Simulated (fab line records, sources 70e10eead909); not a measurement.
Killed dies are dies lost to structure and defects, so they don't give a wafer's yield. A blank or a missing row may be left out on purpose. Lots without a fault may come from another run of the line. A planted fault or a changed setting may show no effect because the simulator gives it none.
fab line records | flow nand_harc
record lots=24 wafers=72 last_day=34
route steps=1302 shown P_M0@284 P_M1@296 P_M2@329 P_BONDPAD@370
lots that met no fault: from a run of the same line without faults
start_h: hours from the record's first day to the start of the lot's first wafer shown | wait_h: hours since the lot's step before | " the same as in the row above | L1.1+2: a row that stands for several wafers | - no value, or no start given | * or withheld: withheld | < > ~ a bound
route shown NAME@n: a module of which the file shows steps, and the number in the route of the first | usual: mean/standard deviation of fault-free wafers | same: alike in all rows | chamber/n: place in a boat | sites: the reading at each site | _std_site: their standard deviation | _edge_site: outer sites' mean less inner sites' | radius_mm: how far each site lies from the wafer's centre | mask NAME#n: copy n | behind: the tool/chamber that last shaped the wafer | hold: why the lot was held/for how many hours/how that ended | device: the transistor (n, p or np) that didn't switch | end of line: the same wafers' tests at the end of the route | a step without rows: its recipe alone | killed: dies lost to structure and defects at the first sort, not the wafer's yield | map: a wafer's dies, x killed, . not, _ none there
set.NAME: the setting as run; set.NAME@STEP: as run at that earlier step | model.NAME: the simulator's own value behind a step, which no gauge read
steps of the route over a sample of lots; a table a step, a row a wafer
services: from which hour (start_h, from the record's first day; less than 0 if before it) a tool's chamber was out of use, for how many hours, and why
## steps
# step NHARC_P_M0_DEP_32
# recipe target_thk_a=300 temp_c=370 target_thk_nm=30 pressure_torr=3 flow_sccm=200 rf_w=450 material=SiCN
# usual heater_power_w=566/75
# columns lot.wafer tool chamber start_h wait_h heater_power_w
L074.1 pecvd-04 0 123.50 0.1 530
L074.2 " 1 " " 707
L074.5 " 0 " " 524
L075.5 pecvd-03 2 136.69 0.2 620
L075.6 " 0 " " 603
L075.4 " 1 " " 562
L076.3 pecvd-04 1 141.88 0.1 794
L076.4 " 2 " " 444
L076.6 " 1 " " 810
L077.1 pecvd-04 0 153.69 0.1 504
L077.4 " 1 " " 780
L077.5 " 2 " " 540
L078.4 pecvd-03 2 165.06 0.2 603
L078.6 " 0 " " 501
L078.5 " 1 " " 638
L079.1 pecvd-03 1 172.43 0.1 616
L079.4 " 1 " " 619
L079.5 " 0 " " 571
L080.3 pecvd-04 0 185.94 0.1 516
L080.4 " 1 " " 813
L080.6 " 2 " " 516
L081.2 pecvd-03 2 199.64 0.1 549
L081.3 " 1 " " 541
L081.6 " 1 " " 548
L082.3 pecvd-04 1 205.62 0.1 751
L082.1 " 2 " " 523
L082.5 " 2 " " 514
L083.1 pecvd-01 0 220.13 0.1 508
L083.2 " 1 " " 540
L083.6 " 0 " " 498
L084.2 pecvd-03 0 231.21 0.1 603
L084.3 " 2 " " 577
L084.4 " 1 " " 531
L085.1 pecvd-03 2 246.38 0.1 555
L085.2 " 1 " " 569
L085.4 " 2 " " 568
L086.1 pecvd-03 2 247.10 0.1 523
L086.6 " 2 " " 517
L086.5 " 0 " " 593
L089.2 pecvd-03 2 269.07 0.1 593
L089.3 " 0 " " 558
L089.5 " 2 " " 577
L087.1 pecvd-01 2 270.15 0.1 575
L087.6 " 0 " " 551
L087.5 " 1 " " 550
L088.3 pecvd-03 1 272.17 0.1 560
L088.5 " 2 " " 544
L088.6 " 1 " " 558
L090.1 pecvd-01 1 289.17 0.1 495
L090.2 " 0 " " 490
L090.5 " 0 " " 485
L091.2 pecvd-01 0 297.57 0.1 580
L091.4 " 1 " " 520
L091.5 " 2 " " 576
L092.3 pecvd-04 2 307.86 0.1 454
L092.1 " 0 " " 430
L092.2 " 1 " " 798
L093.1 pecvd-03 1 317.29 0.1 582
L093.6 " 2 " " 556
L093.4 " 1 " " 615
L094.3 pecvd-03 0 327.67 0.1 600
L094.4 " 0 " " 595
L094.5 " 1 " " 536
L095.2 pecvd-01 0 341.28 0.1 493
L095.4 " 2 " " 539
L095.6 " 0 " " 512
L096.2 pecvd-03 1 350.03 0.1 566
L096.6 " 1 " " 572
L096.4 " 0 " " 579
L097.5 pecvd-01 0 353.36 0.2 480
L097.6 " 1 " " 582
L097.4 " 2 " " 585
# step NHARC_P_M1_OVL_MEAS_10
# recipe pitch_nm=260
# usual overlay_x_nm=0.3/0.81 overlay_y_nm=0.1/0.74
# columns lot.wafer tool chamber start_h wait_h overlay_x_nm overlay_y_nm
L074.1 overlay-02 - 124.79 - -0.9 -1.2
L074.2 " - " " 0.0 -1.0
L074.5 " - " " -0.4 -1.4
L075.4 overlay-02 - 137.90 - 1.0 1.4
L075.5 " - " " 1.3 0.5
L075.6 " - " " 1.3 1.5
L076.3 overlay-02 - 143.01 - 0.4 0.8
L076.4 " - " " 0.3 0.5
L076.6 " - " " 0.9 0.7
L077.1 overlay-01 - 155.02 - -0.2 -0.3
L077.4 " - " " 0.1 0.2
L077.5 " - " " 0.3 -0.7
L078.4 overlay-01 - 166.27 - -0.3 0.4
L078.5 " - " " -0.1 0.7
L078.6 " - " " -0.2 0.3
L079.1 overlay-01 - 173.76 - 0.2 0.4
L079.4 " - " " -0.2 1.1
L079.5 " - " " 0.4 0.7
L080.3 overlay-01 - 187.17 - -1.0 -0.1
L080.4 " - " " -1.0 0.2
L080.6 " - " " -0.8 0.0
L081.2 overlay-02 - 201.00 - 0.0 0.9
L081.3 " - " " 0.2 0.8
L081.6 " - " " -0.2 0.4
L082.1 overlay-02 - 206.98 - -0.3 0.0
L082.3 " - " " 0.4 -0.4
L082.5 " - " " -0.5 -0.2
L083.1 overlay-01 - 221.46 - 1.5 0.0
L083.2 " - " " 1.5 0.0
L083.6 " - " " 2.1 0.3
L084.2 overlay-02 - 232.53 - -0.1 -0.1
L084.3 " - " " -0.1 0.1
L084.4 " - " " 0.2 -0.2
L085.1 overlay-01 - 247.63 - 2.2 -0.5
L085.2 " - " " 1.8 0.3
L085.4 " - " " 1.4 -0.5
L086.1 overlay-02 - 248.39 - -0.4 0.6
L086.5 " - " " 0.5 0.4
L086.6 " - " " 0.3 0.7
L089.2 overlay-02 - 270.60 - -0.2 0.0
L089.3 " - " " 0.4 0.1
L089.5 " - " " 0.6 0.5
L087.1 overlay-02 - 271.48 - -0.7 0.8
L087.5 " - " " 0.1 1.0
L087.6 " - " " -0.3 0.3
L088.3 overlay-01 - 273.41 - 0.1 -0.7
L088.5 " - " " 0.0 -0.4
L088.6 " - " " -0.3 -0.3
L090.1 overlay-01 - 290.53 - 0.4 0.3
L090.2 " - " " 1.4 1.3
L090.5 " - " " 0.3 0.8
L091.2 overlay-02 - 298.88 - 0.3 -1.1
L091.4 " - " " 0.1 -1.7
L091.5 " - " " 0.1 -1.9
L092.1 overlay-02 - 309.19 - -1.0 -0.6
L092.2 " - " " -1.1 -1.1
L092.3 " - " " -2.0 -0.2
L093.1 overlay-02 - 318.39 - -0.1 0.8
L093.4 " - " " 0.0 0.6
L093.6 " - " " 0.8 1.1
L094.3 overlay-01 - 328.84 - 1.6 -0.9
L094.4 " - " " 2.5 -0.5
L094.5 " - " " 1.5 -0.1
L095.2 overlay-01 - 342.52 - 0.5 0.5
L095.4 " - " " 0.6 0.3
L095.6 " - " " 0.2 0.1
L096.2 overlay-01 - 351.35 - 0.3 -0.8
L096.4 " - " " 0.8 -0.4
L096.6 " - " " 0.4 -0.9
L097.4 overlay-01 - 354.57 - 0.4 1.5
L097.5 " - " " 0.7 1.7
L097.6 " - " " 0.7 1.6
# step NHARC_P_M2_OVL_MEAS_10
# recipe pitch_nm=340
# usual overlay_x_nm=0.1/0.88 overlay_y_nm=0.2/0.83
# columns lot.wafer tool chamber start_h wait_h overlay_x_nm overlay_y_nm
L074.1 overlay-01 - 128.96 - -1.0 -0.6
L074.2 " - " " -0.5 -0.7
L074.5 " - " " -1.1 -0.3
L075.4 overlay-01 - 142.02 - -1.0 0.1
L075.5 " - " " -0.9 -0.2
L075.6 " - " " -1.1 -0.4
L076.3 overlay-01 - 147.16 - 0.0 0.3
L076.4 " - " " -0.4 0.9
L076.6 " - " " -0.1 0.9
L077.1 overlay-02 - 159.18 - -0.2 1.3
L077.4 " - " " -0.6 1.1
L077.5 " - " " -0.7 1.2
L078.4 overlay-02 - 170.73 - -0.6 1.0
L078.5 " - " " -0.4 0.8
L078.6 " - " " -0.5 0.5
L079.1 overlay-01 - 178.35 - -0.3 -0.2
L079.4 " - " " -0.2 -0.7
L079.5 " - " " -0.4 -0.6
L080.3 overlay-02 - 191.32 - -0.1 1.9
L080.4 " - " " 0.0 0.9
L080.6 " - " " -0.4 1.5
L081.2 overlay-02 - 205.37 - 0.6 -0.4
L081.3 " - " " 1.0 -0.1
L081.6 " - " " 0.9 -0.3
L082.1 overlay-01 - 211.39 - -0.7 0.8
L082.3 " - " " -0.5 0.9
L082.5 " - " " 0.0 1.6
L083.1 overlay-01 - 225.72 - 1.3 -0.6
L083.2 " - " " 1.8 -0.7
L083.6 " - " " 0.7 -0.9
L084.2 overlay-02 - 236.68 - 0.5 0.1
L084.3 " - " " 0.3 0.0
L084.4 " - " " 0.3 -0.2
L085.1 overlay-02 - 251.80 - 0.6 -0.4
L085.2 " - " " 0.3 0.2
L085.4 " - " " 0.5 0.0
L086.1 overlay-02 - 252.94 - 1.4 -0.1
L086.5 " - " " 2.1 -0.1
L086.6 " - " " 1.6 0.2
L089.2 overlay-01 - 274.88 - 0.7 -1.1
L089.3 " - " " 0.9 -0.4
L089.5 " - " " 0.4 -0.3
L087.1 overlay-01 - 275.63 - -0.3 0.7
L087.5 " - " " -0.2 0.1
L087.6 " - " " -0.3 0.9
L088.3 overlay-02 - 277.56 - 0.6 -0.9
L088.5 " - " " 0.6 -0.5
L088.6 " - " " 0.4 -0.3
L090.1 overlay-01 - 294.66 - 1.1 -0.6
L090.2 " - " " 1.0 -0.3
L090.5 " - " " 0.7 -0.1
L091.2 overlay-01 - 303.34 - -0.2 0.2
L091.4 " - " " 0.4 0.2
L091.5 " - " " 0.3 0.0
L092.1 overlay-02 - 313.62 - -0.9 0.9
L092.2 " - " " -0.7 1.3
L092.3 " - " " -1.4 0.6
L093.1 overlay-01 - 322.41 - -0.2 0.5
L093.4 " - " " -1.2 0.4
L093.6 " - " " -1.1 0.9
L094.3 overlay-02 - 333.00 - -0.1 0.7
L094.4 " - " " 0.0 0.0
L094.5 " - " " 0.1 0.7
L095.2 overlay-02 - 346.75 - 0.3 -0.2
L095.4 " - " " 0.4 -0.2
L095.6 " - " " 0.8 -0.4
L096.2 overlay-02 - 355.69 - -1.5 -0.9
L096.4 " - " " -1.4 -0.8
L096.6 " - " " -1.3 -0.9
L097.4 overlay-01 - 358.61 - 0.8 2.2
L097.5 " - " " 1.1 2.8
L097.6 " - " " 1.0 2.4
# step NHARC_P_M2_PVD_20
# recipe target_thk_a=50 bias_v=168.6 power_w=15000 chamber_pressure_pa=0.12 time_s=8.06 substrate_temp_c=50 material=TaN
# usual throttle_valve_pct=29.9/1.2
# columns lot.wafer tool chamber start_h wait_h throttle_valve_pct
L074.2 pvd_sputter-03 - - - 29.1
L074.1 " - " " 28.6
L074.5 " - " " 28.8
L075.4 pvd_sputter-02 - - - 29.2
L075.6 " - " " 29.3
L075.5 " - " " 28.7
L076.4 pvd_sputter-03 - - - 29.0
L076.3 " - " " 29.1
L076.6 " - " " 28.7
L077.1 pvd_sputter-03 - - - 29.3
L077.4 " - " " 30.8
L077.5 " - " " 28.9
L078.4 pvd_sputter-02 - - - 29.2
L078.5 " - " " 29.0
L078.6 " - " " 29.0
L079.4 pvd_sputter-01 - - - 31.9
L079.1 " - " " 29.3
L079.5 " - " " 29.2
L080.3 pvd_sputter-01 - - - 32.3
L080.4 " - " " 29.5
L080.6 " - " " 32.2
L081.2 pvd_sputter-01 - - - 32.5
L081.3 " - " " 30.7
L081.6 " - " " 32.2
L082.3 pvd_sputter-02 - - - 29.3
L082.1 " - " " 28.9
L082.5 " - " " 29.0
L083.2 pvd_sputter-03 - - - 30.8
L083.1 " - " " 30.3
L083.6 " - " " 29.2
L084.2 pvd_sputter-01 - - - 28.2
L084.3 " - " " 32.1
L084.4 " - " " 31.7
L085.1 pvd_sputter-01 - - - 31.0
L085.2 " - " " 31.6
L085.4 " - " " 28.3
L086.1 pvd_sputter-03 - - - 29.3
L086.5 " - " " 30.0
L086.6 " - " " 29.3
L089.2 pvd_sputter-03 - - - 30.1
L089.3 " - " " 29.1
L089.5 " - " " 29.9
L087.1 pvd_sputter-02 - - - 29.2
L087.5 " - " " 29.1
L087.6 " - " " 29.1
L088.3 pvd_sputter-03 - - - 30.2
L088.6 " - " " 30.6
L088.5 " - " " 30.2
L090.2 pvd_sputter-01 - - - 32.5
L090.1 " - " " 30.8
L090.5 " - " " 32.3
L091.2 pvd_sputter-02 - - - 28.3
L091.4 " - " " 29.1
L091.5 " - " " 28.4
L092.2 pvd_sputter-02 - - - 29.5
L092.3 " - " " 28.5
L092.1 " - " " 28.7
L093.1 pvd_sputter-03 - - - 29.7
L093.4 " - " " 30.6
L093.6 " - " " 30.1
L094.3 pvd_sputter-03 - - - 29.2
L094.4 " - " " 30.2
L094.5 " - " " 29.6
L095.2 pvd_sputter-03 - - - 30.6
L095.4 " - " " 29.7
L095.6 " - " " 30.7
L096.4 pvd_sputter-01 - - - 30.8
L096.2 " - " " 31.7
L096.6 " - " " 32.3
L097.4 pvd_sputter-02 - - - 28.6
L097.6 " - " " 29.2
L097.5 " - " " 28.6
# step NHARC_P_BONDPAD_CD_MEAS_13
# usual cd_nm=498.4/2
# columns lot.wafer tool chamber start_h wait_h cd_nm
L074.1 cd_sem-02 - 134.13 0.2 497.4
L074.2 " - " " 498.8
L074.5 " - " " 496.8
L075.4 cd_sem-03 - 146.85 - 495.4
L075.5 " - " " 493.9
L075.6 " - " " 497.2
L076.3 cd_sem-03 - 152.12 - 501.2
L076.4 " - " " 500.9
L076.6 " - " " 502.0
L077.1 cd_sem-03 - 164.16 - 498.0
L077.4 " - " " 498.7
L077.5 " - " " 496.2
L078.4 cd_sem-01 - 175.76 - 499.0
L078.5 " - " " 500.4
L078.6 " - " " 498.4
L079.1 cd_sem-03 - 183.20 - 499.4
L079.4 " - " " 498.1
L079.5 " - " " 494.4
L080.3 cd_sem-03 - 196.31 - 499.2
L080.4 " - " " 497.9
L080.6 " - " " 498.5
L081.2 cd_sem-02 - 210.27 - 498.2
L081.3 " - " " 499.5
L081.6 " - " " 499.0
L082.1 cd_sem-02 - 216.24 - 499.1
L082.3 " - " " 494.4
L082.5 " - " " 500.5
L083.1 cd_sem-02 - 230.75 - 499.1
L083.2 " - " " 501.1
L083.6 " - " " 500.0
L084.2 cd_sem-01 - 242.28 - 497.5
L084.3 " - " " 497.9
L084.4 " - " " 497.7
L085.1 cd_sem-03 - 257.09 - 496.1
L085.2 " - " " 500.4
L085.4 " - " " 500.1
L086.1 cd_sem-02 - 257.91 - 499.3
L086.5 " - " " 498.9
L086.6 " - " " 499.2
L089.2 cd_sem-03 - 279.84 - 498.8
L089.3 " - " " 496.1
L089.5 " - " " 499.4
L087.1 cd_sem-01 - 280.63 - 497.5
L087.5 " - " " 495.3
L087.6 " - " " 493.5
L088.3 cd_sem-02 - 282.39 - 499.5
L088.5 " - " " 497.9
L088.6 " - " " 498.6
L090.1 cd_sem-02 - 299.76 - 502.5
L090.2 " - " " 501.5
L090.5 " - " " 500.4
L091.2 cd_sem-01 - 308.35 - 497.9
L091.4 " - " " 498.5
L091.5 " - " " 499.3
L092.1 cd_sem-01 - 318.47 - 494.4
L092.2 " - " " 500.3
L092.3 " - " " 496.0
L093.1 cd_sem-03 - 327.45 - 498.1
L093.4 " - " " 497.8
L093.6 " - " " 498.5
L094.3 cd_sem-03 - 337.87 - 497.3
L094.4 " - " " 497.0
L094.5 " - " " 496.5
L095.2 cd_sem-03 - 351.90 - 501.7
L095.4 " - " " 499.1
L095.6 " - " " 497.9
L096.2 cd_sem-03 - 360.88 - 500.3
L096.4 " - " " 498.0
L096.6 " - " " 498.5
L097.4 cd_sem-02 - 363.89 - 499.1
L097.5 " - " " 498.0
L097.6 " - " " 496.7
# step NHARC_P_BONDPAD_ETCH_24
# recipe target_depth_a=300 over_etch_frac=0.3 time_s=72.99 ion_energy_ev=150 cf4_flow_sccm=50 n2_flow_sccm=100 ar_flow_sccm=150 rf_w=300 bias_w=100 chemistry=CF4/N2
# usual drypump_motor_current_A=5.68/0.29 oes_product_au=0.995/0.0081 rf_vpp_V=313.2/1.8 showerhead_plenum_p_Torr=2.58/0.1 throttle_valve_pct=19.794/0.0092
# columns lot.wafer tool chamber start_h wait_h drypump_motor_current_A oes_product_au rf_hours_counter_h rf_vpp_V showerhead_plenum_p_Torr throttle_valve_pct
L074.2 rie_diel-08 2 - - 5.68 1.004 5.5 310.4 2.51 19.782
L074.1 " 3 " " 5.78 0.992 5.8 314.9 2.71 19.784
L074.5 " 2 " " 5.66 1.006 - 312.3 2.51 19.795
L075.4 rie_diel-08 3 - - 5.81 0.998 6.5 315.4 2.71 19.775
L075.5 " 0 " " 5.40 0.991 - 311.1 2.49 19.802
L075.6 " 1 " " 6.05 0.986 - 313.3 2.55 19.789
L076.3 rie_diel-08 2 - - 5.68 1.010 6.5 312.2 2.51 19.780
L076.4 " 1 " " 6.01 0.984 6.1 311.2 2.55 19.783
L076.6 " 3 " " 5.78 1.000 - 314.7 2.71 19.779
L077.1 rie_diel-06 3 164.43 0.2 5.36 0.992 1.7 310.5 2.46 19.796
L077.5 " 0 " " 5.69 0.987 - 313.9 2.60 19.792
L077.4 " 2 " " 5.67 0.995 - 314.0 2.68 19.793
L078.5 rie_diel-08 1 176.04 0.1 6.03 0.991 - 311.8 2.55 19.804
L078.4 " 3 " " 5.77 0.998 - 315.6 2.71 19.794
L078.6 " 0 " " 5.40 0.989 - 311.2 2.49 19.796
L079.4 rie_diel-08 2 - - 5.67 1.008 7.8 311.9 2.51 19.806
L079.1 " 3 " " 5.77 0.978 8.7 316.6 2.71 19.790
L079.5 " 1 " " 6.01 0.984 - 312.6 2.55 19.791
L080.4 rie_diel-04 1 - - 5.95 1.003 0.5 311.2 2.50 19.793
L080.3 " 2 " " 5.75 0.991 0.3 314.7 2.77 19.788
L080.6 " 1 " " 5.97 0.997 - 312.3 2.50 19.790
L081.2 rie_diel-06 1 - - 6.24 0.992 3.5 313.5 2.48 19.800
L081.3 " 2 " " 5.69 0.995 4.9 315.7 2.68 19.801
L081.6 " 1 " " 6.26 1.001 - 311.8 2.48 19.794
L082.3 rie_diel-08 3 - - 5.79 0.986 0.8 316.2 2.71 19.805
L082.1 " 0 " " 5.39 1.002 1.1 312.6 2.49 19.794
L082.5 " 2 " " 5.67 1.001 - 313.3 2.51 19.788
L083.1 rie_diel-04 0 231.01 0.1 5.31 1.006 1.8 311.8 2.51 19.806
L083.2 " 2 " " 5.73 1.003 1.6 317.2 2.77 19.801
L083.6 " 2 " " 5.72 1.002 - 316.9 2.77 19.785
L084.4 rie_diel-04 3 - - 5.12 1.004 2.0 315.6 2.74 19.790
L084.3 " 0 " " 5.30 0.991 2.2 311.4 2.51 19.794
L084.2 " 1 " " 5.98 0.983 2.3 312.8 2.50 19.794
L085.1 rie_diel-08 0 - - 5.38 0.999 2.5 311.3 2.48 19.804
L085.4 " 1 " " 6.03 0.987 2.3 312.8 2.55 19.803
L085.2 " 3 " " 5.81 0.996 2.5 314.3 2.71 19.793
L086.1 rie_diel-08 0 - - 5.38 0.988 2.6 311.9 2.49 19.802
L086.5 " 0 " " 5.38 0.987 - 313.5 2.48 19.806
L086.6 " 1 " " 6.01 0.990 - 312.1 2.55 19.811
L089.3 rie_diel-08 1 - - 6.02 0.996 3.5 313.8 2.55 19.791
L089.2 " 3 " " 5.79 0.985 3.6 314.9 2.71 19.785
L089.5 " 2 " " 5.68 1.002 - 313.1 2.51 19.790
L087.1 rie_diel-08 2 - - 5.65 1.010 3.6 312.4 2.51 19.791
L087.5 " 1 " " 6.02 0.997 - 313.3 2.55 19.804
L087.6 " 2 " " 5.70 1.007 - 312.9 2.51 19.782
L088.3 rie_diel-06 3 - - 5.37 0.997 10.3 313.2 2.46 19.789
L088.6 " 1 " " 6.27 0.992 - 312.3 2.48 19.796
L088.5 " 2 " " 5.69 0.991 - 315.3 2.68 19.807
L090.1 rie_diel-04 2 - - 5.67 0.994 3.6 317.5 2.77 19.790
L090.2 " 3 " " 5.13 1.002 3.3 316.0 2.74 19.782
L090.5 " 2 " " 5.67 0.997 - 314.9 2.77 19.794
L091.2 rie_diel-08 2 - - 5.63 1.006 5.1 312.2 2.51 19.790
L091.4 " 0 " " 5.42 1.003 5.6 312.0 2.48 19.792
L091.5 " 2 " " 5.64 1.006 - 312.2 2.51 19.802
L092.3 rie_diel-06 2 - - 5.70 0.990 0.1 315.1 2.68 19.785
L092.2 " 3 " " 5.37 0.986 0.1 312.3 2.45 19.783
L092.1 " 0 " " 5.69 0.996 0.1 315.0 2.60 19.776
L093.1 rie_diel-04 0 - - 5.30 1.001 4.4 313.3 2.51 19.787
L093.4 " 1 " " 5.96 0.974 4.6 311.2 2.50 19.792
L093.6 " 0 " " 5.28 0.993 - 311.5 2.51 19.788
L094.4 rie_diel-08 0 - - 5.40 1.003 6.9 311.8 2.48 19.796
L094.3 " 1 " " 6.06 0.994 6.5 312.9 2.54 19.797
L094.5 " 0 " " 5.40 0.991 - 311.0 2.48 19.807
L095.2 rie_diel-04 1 - - 5.95 0.999 5.7 312.5 2.50 19.796
L095.4 " 3 " " 5.16 0.996 5.1 316.4 2.73 19.790
L095.6 " 2 " " 5.70 0.993 - 315.3 2.76 19.783
L096.4 rie_diel-06 0 - - 5.70 1.006 2.4 313.3 2.60 19.804
L096.2 " 3 " " 5.39 0.992 1.8 310.5 2.45 19.792
L096.6 " 0 " " 5.66 1.009 - 315.4 2.59 19.781
L097.4 rie_diel-08 2 - - 5.69 0.997 8.2 311.7 2.51 19.791
L097.6 " 0 " " 5.39 0.997 - 311.1 2.48 19.807
L097.5 " 1 " " 6.01 0.994 - 312.7 2.54 19.805
## services
# columns tool chamber start_h hours kind
rie_diel-04 2 103.10 1.5 repair
pvd_sputter-02 - 104.00 10.0 pm
pecvd-04 0 106.43 6.3 repair
rie_diel-04 2 114.97 11.6 repair
rie_diel-04 1 124.40 10.4 repair
pecvd-01 - 130.00 13.0 pm
rie_diel-04 0 132.65 10.4 repair
pvd_sputter-03 - 135.60 0.5 repair
rie_diel-08 2 168.33 14.2 repair
pvd_sputter-03 - 170.00 10.0 pm
rie_diel-04 1 172.21 15.6 repair
pecvd-03 - 185.00 13.0 pm
rie_diel-08 2 187.00 5.5 repair
rie_diel-08 - 190.80 9.0 pm
pvd_sputter-01 - 226.02 10.0 pm
rie_diel-08 1 240.27 6.5 repair
pvd_sputter-03 - 246.59 1.0 repair
pvd_sputter-02 - 247.77 8.5 repair
pvd_sputter-02 - 282.00 10.0 pm
pecvd-03 - 286.43 1.0 repair
pecvd-03 2 297.66 1.8 repair
pvd_sputter-01 - 339.34 8.4 repair
pvd_sputter-03 - 348.08 10.0 pm
pvd_sputter-03 - 359.80 3.3 repair
## key
fault none
